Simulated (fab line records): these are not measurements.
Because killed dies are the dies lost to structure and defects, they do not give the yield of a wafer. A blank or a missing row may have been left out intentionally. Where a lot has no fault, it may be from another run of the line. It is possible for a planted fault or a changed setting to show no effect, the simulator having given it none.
The tool behind it: which one? -- flow n5 finfet -- 11 lots with 31 wafers sampled at 4 steps, on a route of 1938 steps

WHAT EACH GAUGE READ, for each wafer
No reading from a measuring or inspecting step in the record can be judged against a usual standard deviation.

WHAT TOOL EACH LOT RAN ON (gives the tool, then ch and the chambers of the sampled wafers, and finally the start)
lot,N5_BEOL_M6_STRIP_36,N5_BEOL_M6_CURE_75,N5_BEOL_M6_ALD_77,N5_BEOL_M6_ANNEAL_51
L113,"rie diel-04 ch 1,3, day 10 12:01","uv cure-03 ch 1, day 10 12:30","ald metal-02 ch 0,2, day 10 13:10","rtp anneal-02 ch 0, day 10 14:31"
L114,"rie diel-04 ch 1,2, day 11 19:22","uv cure-02 ch 1, day 11 19:48","ald metal-02 ch 0,1,2, day 11 20:29","rtp anneal-01 ch 0, day 11 22:22"
L115,"rie diel-05 ch 1,3, day 12 00:46","uv cure-01 ch 1, day 12 01:09","ald metal-03 ch 0,1,2, day 12 01:42","rtp anneal-01 ch 0, day 12 02:32"
L116,"rie diel-05 ch 0,1,3, day 12 06:47","uv cure-03 ch 0, day 12 07:11","ald metal-01 ch 0,3, day 12 07:49","rtp anneal-02 ch 0, day 12 09:34"
L120,"rie diel-02 ch 0,1,3, day 13 03:02","uv cure-03 ch 1, day 13 03:26","ald metal-03 ch 1,2,3, day 13 04:16","rtp anneal-02 ch 0, day 13 05:19"
L121,"rie diel-02 ch 0,2,3, day 13 07:41","uv cure-02 ch 2, day 13 08:10","ald metal-03 ch 0,1,2, day 13 08:44","rtp anneal-01 ch 0, day 13 10:09"
L123,"rie diel-05 ch 1,2,3, day 13 11:59","uv cure-01 ch 0, day 13 12:28","ald metal-01 ch 1,2,3, day 13 13:13","rtp anneal-02 ch 0, day 13 14:41"
L127,"rie diel-02 ch 0,2,3, day 14 17:32","uv cure-02 ch 2, day 14 18:01","ald metal-02 ch 2,3, day 14 18:34","rtp anneal-01 ch 0, day 14 19:38"
L126,"rie diel-02 ch 0,1,2, day 14 22:31","uv cure-03 ch 2, day 14 23:01","ald metal-02 ch 1,2, day 14 23:41","rtp anneal-01 ch 0, day 15 00:28"
L130,"rie diel-04 ch 2,3, day 15 06:10","uv cure-01 ch 2, day 15 06:40","ald metal-01 ch 0,2, day 15 07:40","rtp anneal-02 ch 0, day 15 08:30"
L136,"rie diel-04 ch 1,3, day 16 09:57","uv cure-01 ch 1, day 16 10:39","ald metal-01 ch 0,1, day 16 11:04","rtp anneal-01 ch 0, day 16 12:19"
- N5_BEOL_M6_STRIP_36: strips in N2/H2.
- N5_BEOL_M6_CURE_75: cures SiCOH lowk, time 120 s.
- N5_BEOL_M6_ALD_77: deposits TaN, target thk 2 nm, pulse time 2 s, purge time 3 s.
- N5_BEOL_M6_ANNEAL_51: time 90 s.

WHAT THE TOOLS THEMSELVES READ (means of the sampled wafers that have a number; where no wafer has one, the mark that the record gives instead)
N5_BEOL_M6_STRIP_36. Usual: drypump motor current A 5.8 A, standard deviation 0.43; oes product au 0.77 a.u., standard deviation 0.094; rf vpp V 59.3 V, standard deviation 1.6; showerhead plenum p Torr 2.54 Torr, standard deviation 0.054; throttle valve pct 23.57 %, standard deviation 0.24.
lot,tool,drypump motor current A (A),oes product au (a.u.),rf vpp V (V),showerhead plenum p Torr (Torr),throttle valve pct (%),flag
L113,rie diel-04,5.3,0.68,60.2,2.62,23.70,
L114,rie diel-04,5.6,0.69,58.6,2.58,23.59,
L115,rie diel-05,5.8,0.76,60.3,2.57,23.40,
L116,rie diel-05,6.0,0.76,58.6,2.54,23.45,
L120,rie diel-02,5.9,0.82,60.1,2.56,23.66,
L121,rie diel-02,5.7,0.82,59.3,2.55,23.74,
L123,rie diel-05,5.8,0.74,59.3,2.53,23.39,
L127,rie diel-02,5.7,0.79,59.7,2.55,23.77,
L126,rie diel-02,5.6,0.72,59.8,2.52,23.85,
L130,rie diel-04,5.8,0.80,61.2,2.54,23.61,
L136,rie diel-04,5.4,0.90,58.2,2.59,23.48,

N5_BEOL_M6_CURE_75. Usual: lamp power pct 52.32 %, standard deviation 0.053; wafer_temp_C_max 371.8, standard deviation 0.71.
lot,tool,lamp power pct (%),wafer_temp_C_max,flag
L113,uv cure-03,52.34,372.4,
L114,uv cure-02,52.36,372.3,
L115,uv cure-01,52.34,372.5,
L116,uv cure-03,52.30,372.1,
L120,uv cure-03,52.35,373.1,
L121,uv cure-02,52.28,370.9,
L123,uv cure-01,52.35,371.6,
L127,uv cure-02,52.28,371.1,
L126,uv cure-03,52.36,371.3,
L130,uv cure-01,52.27,372.5,
L136,uv cure-01,52.35,372.4,

N5_BEOL_M6_ALD_77. Usual: heater power w 424 W, standard deviation 28.
lot,tool,heater power w (W),flag
L113,ald metal-02,423,
L114,ald metal-02,431,
L115,ald metal-03,405,
L116,ald metal-01,452,
L120,ald metal-03,417,
L121,ald metal-03,412,
L123,ald metal-01,406,
L127,ald metal-02,427,
L126,ald metal-02,430,
L130,ald metal-01,416,
L136,ald metal-01,424,

N5_BEOL_M6_ANNEAL_51. Usual: wafer_temp_C_max 225.92, standard deviation 0.28.
lot,tool,wafer_temp_C_max,flag
L113,rtp anneal-02,225.94,
L114,rtp anneal-01,225.71,
L115,rtp anneal-01,225.42,
L116,rtp anneal-02,226.06,
L120,rtp anneal-02,226.00,
L121,rtp anneal-01,225.83,
L123,rtp anneal-02,226.20,
L127,rtp anneal-01,225.86,
L126,rtp anneal-01,225.80,
L130,rtp anneal-02,226.06,
L136,rtp anneal-01,226.06,

THE ANSWER, worked out from the rows above alone
Rule: a lot is off if the mean of its wafers that have a number lies more than 3 standard deviations from the usual mean. Also off: a lot with no number at a reading for which 4 or more lots have one. Any other lot the step has rows for is counted as sound. After the gauges, taken in route order, come the tools' own readings; for these a lot's mean is taken, as printed above. At the first step where some lot is off, the reading lying furthest off is the one used; lots without a number count as furthest.
None of the lots is off at any reading shown; this tells nothing.

WHAT WAS PUT IN BY THE SIMULATOR
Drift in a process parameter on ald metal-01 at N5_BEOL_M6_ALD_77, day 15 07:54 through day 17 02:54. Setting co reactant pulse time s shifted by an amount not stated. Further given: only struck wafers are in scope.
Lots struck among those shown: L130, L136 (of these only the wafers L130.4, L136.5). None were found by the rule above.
